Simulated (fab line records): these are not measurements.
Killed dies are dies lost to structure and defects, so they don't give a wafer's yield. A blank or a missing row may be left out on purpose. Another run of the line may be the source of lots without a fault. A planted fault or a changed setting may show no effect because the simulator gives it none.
A struck lot beside a sound one / flow nand harc / 15 out of 1159 route steps
Sound: the wafers L216.3, L216.5, L216.6. Struck: wafers L210.1, L210.5, L210.6. The cause is named last.
Order at every step that has rows: each side's tool, ch and its chambers, its first start. Under that, the readings that differ: sound wafers / struck wafers / difference of the means / sigmas: that difference in standard deviations of wafers without a fault.
alike: words and numbers the same on both sides, and readings whose means are apart by under 2 such deviations; not compared: readings that were withheld, readings missing a value for some wafer, numbers with overlapping values and no deviation given by the record, and bounds like >300 which may hide the same value.
The two part at a step that has a row with sigmas, a row that says differs or no value, or rows on one side only. Numbers that have no deviation but don't overlap get no sigmas and don't part them. A reading missing from all wafers of one side parts the sides only when that side holds two or more wafers.

first, 1 step without rows for these wafers: NHARC_A_ONON_D1_DEP_03 (target thk 1000 nm).
NHARC_A_ONON_D1_THK_MEAS_05: measures by ellipsometry.
  struck on film metro-02, day 9 17:20; sound on film metro-02, day 10 17:33
  alike: thk nm
then NHARC_A_ONON_D1_DEP_06 (target thk 1000 nm), 1 step lacking rows for these wafers.
NHARC_A_ONON_D1_THK_MEAS_08: measures by ellipsometry.
  struck on film metro-01, day 9 17:54; sound on film metro-01, day 10 18:07
  alike: thk nm
then NHARC_A_ONON_D1_DEP_09 (target thk 1000 nm), 1 step lacking rows for these wafers.
NHARC_A_ONON_D1_THK_MEAS_11: measures by ellipsometry.
  struck on film metro-01, day 9 18:28; sound on film metro-02, day 10 18:41
  alike: thk nm
then NHARC_A_ONON_D1_DEP_12 (target thk 1000 nm), 1 step lacking rows for these wafers.
NHARC_A_ONON_D1_THK_MEAS_14: measures by ellipsometry.
  struck on film metro-01, day 9 19:06; sound on film metro-01, day 10 19:15
  alike: thk nm
then, 2 steps without rows for these wafers: NHARC_A_ONON_D1_ANNEAL_15 (time 3600 s); NHARC_A_ONON_D1_DEP_16 (target thk 1000 nm).
NHARC_A_ONON_D1_THK_MEAS_18: measures by ellipsometry.
  struck on film metro-02, day 10 02:13; sound on film metro-01, day 11 02:19
  alike: thk nm
NHARC_A_ONON_D1_DEP_19: target thk 1000 nm.
  sound on pecvd onon-01 ch 0, day 11 02:29; struck on pecvd onon-02 ch 0, day 10 02:16
  alike: n2 flow sccm, sih4 flow sccm
NHARC_A_ONON_D1_THK_MEAS_21: measures by ellipsometry.
  struck on film metro-01, day 10 02:46; sound on film metro-01, day 11 02:53
reading=thk nm (nm); sound=998 999 1000; struck=1598 1599 1598; difference=+599; sigmas=+60
then NHARC_A_ONON_D1_DEP_22 (target thk 1000 nm), 1 step lacking rows for these wafers.
-- the record jumps here: 12 days lie between the struck wafers' starts before and after (it left off in module A_ONON_D1 and takes up again in module END, whose first step shown is number 1159 of the route) --
NHARC_END_SORT_01:
  only the struck wafers appear in the record here, on prober-02 ch 0 at day 22 06:26; the sound ones have no rows

== WHERE THEY PART ==
First at NHARC_A_ONON_D1_THK_MEAS_21; last, within this record, at NHARC_END_SORT_01.

WHY: the cause the simulator had injected
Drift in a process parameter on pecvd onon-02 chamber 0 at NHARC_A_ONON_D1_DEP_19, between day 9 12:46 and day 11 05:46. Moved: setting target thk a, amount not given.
